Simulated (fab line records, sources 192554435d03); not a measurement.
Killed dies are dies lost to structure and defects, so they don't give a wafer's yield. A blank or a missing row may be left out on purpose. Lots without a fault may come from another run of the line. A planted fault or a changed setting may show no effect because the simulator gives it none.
A struck lot beside a sound one | flow n5_finfet | 16 steps out of a route of 1938
Sound: wafers L288.2, L288.3, L288.5. Struck: wafer L302.5. (L302.3, L302.6 of the same lot were not struck and are left out.) The cause comes at the end.
At each step with rows: each side's tool, then ch and its chambers, then its first start. Under that, the readings that differ: sound wafers | struck wafers | difference of the means | sigmas: that difference in standard deviations of wafers without a fault.
alike: readings whose means differ by less than 2 such deviations, and words and numbers that are the same on both sides. not compared: withheld readings, readings that some wafer has no value for, bounds like >300 that may hide the same value, and numbers for which the record gives no deviation and whose values overlap.
The two part at a step that has a row with sigmas, a row that says differs or no value, or rows on one side only. Numbers that don't overlap but have no deviation are shown without sigmas and don't part them. A reading that every wafer of one side lacks parts them only if that side has two wafers or more.

first, 1 step without rows for these wafers: N5_FIN_SAQP_SPACER1_ETCHBACK_25 (etches SiO2 in CHF3/O2, target depth 24.4 nm, time 12.2 s).
N5_FIN_SAQP_MANDREL1_REMOVE_56: chemistry HBr/Cl2/O2, target a-Si, stops on SiNx, bt time 10 s.
  sound on rie_si-05 ch 2,3, day 2 00:18; struck on rie_si-03 ch 1, day 5 11:47
  alike: HBr_flow_sccm, chamber_pressure_mTorr, drypump_motor_current_A, mfc_cl2_sccm, oes_product_au, throttle_valve_pct
  not compared: rf_hours_counter_h
N5_FIN_SAQP_CD_MEAS_27: target cd 20 nm.
  sound on cd_sem-03 ch 0, day 2 00:25; struck on cd_sem-03 ch 0, day 5 11:54
  alike: cd_nm
N5_FIN_SAQP_ETCH_57: etches SiNx in CH3F/O2, target depth 32.5 nm, time 46.4 s.
  sound on rie_diel-03 ch 0,1,3, day 2 00:27; struck on rie_diel-05 ch 0, day 5 11:57
  alike: CH3F_flow_sccm, chamber_pressure_mTorr, drypump_motor_current_A, etch_rf_on_time_s, oes_product_au, rf_vpp_V, showerhead_plenum_p_Torr, throttle_valve_pct
  not compared: rf_hours_counter_h
then, 2 steps without rows for these wafers: N5_FIN_SAQP_ETCH_65 (etches SiO2 in CF4, target depth 4 nm, time 4.4 s); N5_FIN_SAQP_MANDREL_ETCH_58 (etches a-Si in HBr/Cl2, stops on SiNx, target depth 45 nm, bt time 10 s, time 27 s).
N5_FIN_SAQP_RECESS_63: chemistry HF/NH3, target SiO2, target depth 18 nm, afs cycles 3, sublimation time 60 s.
  sound on vapor_etch-01 ch 0,1, day 2 00:40; struck on vapor_etch-02 ch 1, day 5 12:17
  alike: drypump_motor_current_A, sublimation_temp_c
then, 2 steps without rows for these wafers: N5_FIN_SAQP_COAT_68 (time 60 s, resist thk 100 nm); N5_FIN_SAQP_ETCH_69 (etches SOC in N2/H2, stops on SiNx, target depth 150 nm).
N5_FIN_SAQP_ETCH_67: etches SiNx in CH3F/O2, target depth 30 nm.
  sound on rie_diel-04 ch 0,2, day 2 01:15; struck on rie_diel-03 ch 3, day 5 12:41
  alike: CH3F_flow_sccm, chamber_pressure_mTorr, drypump_motor_current_A, oes_product_au, rf_vpp_V, showerhead_plenum_p_Torr, throttle_valve_pct
  not compared: rf_hours_counter_h
then, 1 step without rows for these wafers: N5_FIN_SAQP_STRIP_70 (strips in N2/H2).
N5_FIN_SAQP_RECESS_71: chemistry HF/NH3, target SiO2, target depth 3 nm, afs cycles 1, sublimation time 60 s.
  sound on vapor_etch-02 ch 0,1, day 2 01:21; struck on vapor_etch-02 ch 1, day 5 12:49
  alike: drypump_motor_current_A, sublimation_temp_c
N5_FIN_SAQP_SPACER2_ALD_28: deposits SiO2, target thk 8.1 nm, pulse time 1 s, purge time 2 s.
  sound on ald_sin-02 ch 1,3, day 2 01:29; struck on ald_sin-04 ch 3, day 5 12:55
  reading                    | sound                | struck | difference | sigmas
  precursor_pulse_height_rel | 0.994 0.998 0.963    | 1.049  | +0.064     | +3
  susceptor_temp_C (C)       | 299.93 299.98 300.04 | 291.75 | -8.23      | -48
  alike: heater_power_outer_w, heater_power_w
then, 1 step without rows for these wafers: N5_FIN_SAQP_SPACER2_ETCHBACK_29 (etches SiO2 in CHF3/O2, target depth 12.2 nm, time 6.1 s).
-- the record jumps here: 7 days lie between the struck wafers' starts before and after (it left off in module FIN_SAQP and takes up again in module BEOL_M4, whose first step shown is number 1111 of the route) --
N5_BEOL_M4_RC_MEAS_101:
  sound on prober-01 ch 0, day 8 03:53; struck on prober-01 ch 0, day 12 13:40
  alike: DIBL_N, DIBL_P, IOFF_N, IOFF_P, ION_N, ION_P, SS_N, SS_P, VT_N, VT_P
-- the record jumps here: 5 days lie between the struck wafers' starts before and after (it left off in module BEOL_M4 and takes up again in module PASSIVATION, whose first step shown is number 1936 of the route) --
N5_PASSIVATION_PROBE_49:
  sound on prober-01, day 12 18:18; struck on prober-01, day 17 08:30
  alike: defect_limited_yield, killed_at_M0_to_M3, killed_at_M4_up, killed_at_contacts, killed_at_front_end, killed_at_other, killed_dies, killed_open, killed_short, sort_bin_5_function, sort_bin_6_memory, sort_n_pass, sort_yield_pct

WHERE THEY PART
Only at N5_FIN_SAQP_SPACER2_ALD_28, within this record. Later steps at which nothing parts them and some readings are alike: N5_BEOL_M4_RC_MEAS_101, N5_PASSIVATION_PROBE_49.

WHY: what the simulator had put in
Process parameter drift: ald_sin-04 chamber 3, from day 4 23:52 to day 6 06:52, at N5_FIN_SAQP_SPACER2_ALD_28. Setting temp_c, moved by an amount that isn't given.
